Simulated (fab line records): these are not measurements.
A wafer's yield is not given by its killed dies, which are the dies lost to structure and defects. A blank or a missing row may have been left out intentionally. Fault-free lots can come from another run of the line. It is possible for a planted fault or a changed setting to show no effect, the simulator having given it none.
Which of the tools did it?	flow n5 finfet	Sampling: 11 lots, 33 wafers, 5 of 1938 route steps

== WHAT THE GAUGES READ, wafer by wafer ==
The record lacks any reading of a measuring or inspecting step that a usual standard deviation could be used to judge.

== WHAT TOOL EACH LOT RAN ON (gives the tool, then ch and the chambers of the sampled wafers, and finally the start) ==
lot	N5_BEOL_M6_ECD_50	N5_PASSIVATION_DEGAS_18	N5_PASSIVATION_AL_DEP_21	N5_PASSIVATION_ETCH_59	N5_PASSIVATION_PROBE_49
L683	ecd cu-02 ch 0,1, day 9 10:05	pvd sputter-01, day 12 14:38	pvd sputter-01, day 12 14:49	rie metal-03 ch 0, day 12 15:54	prober-02, day 12 20:19
L684	ecd cu-01 ch 0,1, day 9 19:29	pvd sputter-03, day 13 01:14	pvd sputter-03, day 13 01:25	rie metal-01 ch 0,1, day 13 02:29	prober-01, day 13 06:52
L686	ecd cu-01 ch 0,1, day 10 16:50	pvd sputter-01, day 14 02:29	pvd sputter-01, day 14 02:40	rie metal-02 ch 0,1, day 14 03:43	prober-01, day 14 08:22
L685	ecd cu-02 ch 0,1, day 10 21:13	pvd sputter-01, day 14 02:02	pvd sputter-01, day 14 02:13	rie metal-01 ch 0,1, day 14 03:22	prober-01, day 14 07:48
L687	ecd cu-02 ch 0,1, day 11 01:52	pvd sputter-03, day 14 08:51	pvd sputter-03, day 14 09:02	rie metal-01 ch 0,1, day 14 10:04	prober-02, day 14 17:29
L690	ecd cu-02 ch 0,1, day 11 06:08	pvd sputter-01, day 14 13:58	pvd sputter-01, day 14 14:09	rie metal-01 ch 0,1, day 14 15:19	prober-01, day 14 20:56
L691	ecd cu-02 ch 0,1, day 11 08:51	pvd sputter-03, day 14 23:30	pvd sputter-03, day 14 23:41	rie metal-01 ch 0,1, day 15 00:51	prober-01, day 15 05:19
L699	ecd cu-01 ch 0,1, day 13 10:02	pvd sputter-02, day 16 17:50	pvd sputter-02, day 16 18:01	rie metal-01 ch 0,1, day 16 19:11	prober-01, day 16 23:47
L702	ecd cu-02 ch 0,1, day 14 03:41	pvd sputter-03, day 17 09:45	pvd sputter-03, day 17 09:56	rie metal-02 ch 1, day 17 11:35	prober-01, day 17 16:07
L701	ecd cu-02 ch 0,1, day 14 14:20	pvd sputter-02, day 17 19:46	pvd sputter-02, day 17 19:57	rie metal-03 ch 0, day 17 20:59	prober-02, day 18 01:40
L703	ecd cu-02 ch 0,1, day 14 17:38	pvd sputter-02, day 17 20:07	pvd sputter-02, day 17 20:17	rie metal-02 ch 0,1, day 17 21:20	prober-01, day 18 01:54
- N5_BEOL_M6_ECD_50: material Cu, target thk 300 nm.
- N5_PASSIVATION_DEGAS_18: time 60 s.
- N5_PASSIVATION_AL_DEP_21: deposits Al, target thk 2800 nm, time 170 s.
- N5_PASSIVATION_ETCH_59: etches TaN in Cl2/BCl3, target depth 65 nm, time 34.9 s.
- N5_PASSIVATION_PROBE_49

== WHAT THE TOOLS THEMSELVES READ (means of the sampled wafers that have a number; where no wafer has one, the mark that the record gives instead) ==
N5_PASSIVATION_DEGAS_18. Usual: heater power w 472 W, standard deviation 39; susceptor temp C 299.99 C, standard deviation 0.2.
lot	tool	heater power w (W)	susceptor temp C (C)	flag
L683	pvd sputter-01	443	299.77	
L684	pvd sputter-03	497	300.13	
L686	pvd sputter-01	460	299.78	
L685	pvd sputter-01	485	300.06	
L687	pvd sputter-03	485	299.92	
L690	pvd sputter-01	448	299.90	
L691	pvd sputter-03	488	300.02	
L699	pvd sputter-02	470	300.10	
L702	pvd sputter-03	489	300.03	
L701	pvd sputter-02	544	299.92	
L703	pvd sputter-02	469	299.92	

N5_PASSIVATION_AL_DEP_21. Usual: substrate temp c 400.01 C, standard deviation 0.25; susceptor temp C 399.96 C, standard deviation 0.24; throttle valve pct 29.5 %, standard deviation 1.
lot	tool	substrate temp c (C)	susceptor temp C (C)	throttle valve pct (%)	flag
L683	pvd sputter-01	400.13	399.94	29.1	
L684	pvd sputter-03	399.83	399.96	29.7	
L686	pvd sputter-01	400.22	400.17	28.9	
L685	pvd sputter-01	399.96	399.95	29.8	
L687	pvd sputter-03	399.97	399.81	29.8	
L690	pvd sputter-01	400.24	399.63	30.2	
L691	pvd sputter-03	400.19	399.81	30.0	
L699	pvd sputter-02	399.98	399.90	29.7	
L702	pvd sputter-03	400.11	400.12	29.8	
L701	pvd sputter-02	399.67	400.15	29.5	
L703	pvd sputter-02	399.92	399.91	29.6	

N5_PASSIVATION_ETCH_59. Usual: drypump motor current A 5.7 A, standard deviation 0.35; mfc cl2 sccm 59.99 sccm, standard deviation 0.18; oes product au 0.82 a.u., standard deviation 0.098; throttle valve pct 21.14 %, standard deviation 0.26.
lot	tool	drypump motor current A (A)	mfc cl2 sccm (sccm)	oes product au (a.u.)	throttle valve pct (%)	flag
L683	rie metal-03	6.0	60.01	0.92	21.03	
L684	rie metal-01	6.0	59.95	0.87	21.03	
L686	rie metal-02	5.4	60.10	0.84	21.03	
L685	rie metal-01	5.8	60.10	0.86	21.24	
L687	rie metal-01	5.8	59.81	0.86	21.21	
L690	rie metal-01	6.0	60.10	0.86	21.04	
L691	rie metal-01	5.8	60.05	0.84	21.24	
L699	rie metal-01	6.0	59.93	0.85	21.03	
L702	rie metal-02	5.7	59.77	0.90	21.06	
L701	rie metal-03	6.0	59.91	0.85	21.05	
L703	rie metal-02	5.2	60.06	0.95	20.97	

N5_PASSIVATION_PROBE_49. Usual: defect limited yield 91.3 %, standard deviation 1.4; killed_at_M0_to_M3 36, standard deviation 11; killed_at_M4_up 13, standard deviation 5.2; killed at contacts 13, standard deviation 6.5; killed at front end 37, standard deviation 11; killed at other 3.6, standard deviation 2.9; killed dies 103, standard deviation 17; killed on rim 13, standard deviation 3.6; killed open 68, standard deviation 12; killed short 33, standard deviation 7.3; sort_bin_4_leakage 0.01 %, standard deviation 0.039; sort_bin_5_function 5.2 %, standard deviation 0.91; sort_bin_6_memory 3.2 %, standard deviation 0.67; sort n pass 1077, standard deviation 17; sort yield pct 91.3 %, standard deviation 1.4.
lot	tool	defect limited yield (%)	killed_at_M0_to_M3	killed_at_M4_up	killed at contacts	killed at front end	killed at other	killed dies	killed on rim	killed open	killed short	sort_bin_4_leakage (%)	sort_bin_5_function (%)	sort_bin_6_memory (%)	sort n pass	sort yield pct (%)	flag
L683	prober-02	91.5	38	17	16	28	1.0	100	13	64	34	0.00	4.8	3.3	1080	91.5	
L684	prober-01	91.8	44	10	16	24	3.3	97	12	67	30	0.00	4.7	3.3	1083	91.8	
L686	prober-01	91.5	41	13	9	32	4.7	100	13	71	28	0.00	5.0	3.2	1080	91.5	
L685	prober-01	93.2	31	12	7	29	0.7	80	12	53	27	0.00	3.8	2.6	1100	93.2	
L687	prober-02	91.1	38	14	10	41	2.0	105	14	70	35	0.00	5.5	2.9	1075	91.1	
L690	prober-01	62.8	40	341	14	37	6.0	439	55	66	38	0.03	22.7	12.2	741	62.8	OFF
L691	prober-01	62.1	35	353	5	49	5.0	447	56	67	38	0.00	24.3	11.8	733	62.1	OFF
L699	prober-01	91.9	27	9	23	35	1.7	95	11	66	27	0.00	4.8	2.8	1085	91.9	
L702	prober-01	92.1	28	11	12	37	5.3	94	12	64	28	0.14	4.5	3.0	1085	91.9	OFF
L701	prober-02	90.4	46	16	16	32	3.0	114	15	75	35	0.00	6.0	3.2	1066	90.4	
L703	prober-01	90.7	48	13	10	32	6.3	110	11	73	36	0.00	5.3	3.6	1070	90.7	

== THE ANSWER, worked out from the rows above alone ==
Rule: take the mean of a lot's wafers that have a number; if it is more than 3 standard deviations from the usual mean, the lot is off. Also off: a lot with no number at a reading for which 4 or more lots have one. The other lots that the step has rows for count as sound. Order of review: gauges by route order, followed by the tools' own readings, for which a lot's mean as printed above is used. The first step at which some lot is off is used, and at that step the reading that is off furthest; a lot without a number counts as furthest.
Off: L690, L691, at N5_PASSIVATION_PROBE_49 (killed_at_M4_up).
A tool fits if, at that step or a process step before it, it ran every lot that is off, and no sound lot after the first of them. Of those tried, none fits.

== WHAT THE SIMULATOR HAD INSERTED ==
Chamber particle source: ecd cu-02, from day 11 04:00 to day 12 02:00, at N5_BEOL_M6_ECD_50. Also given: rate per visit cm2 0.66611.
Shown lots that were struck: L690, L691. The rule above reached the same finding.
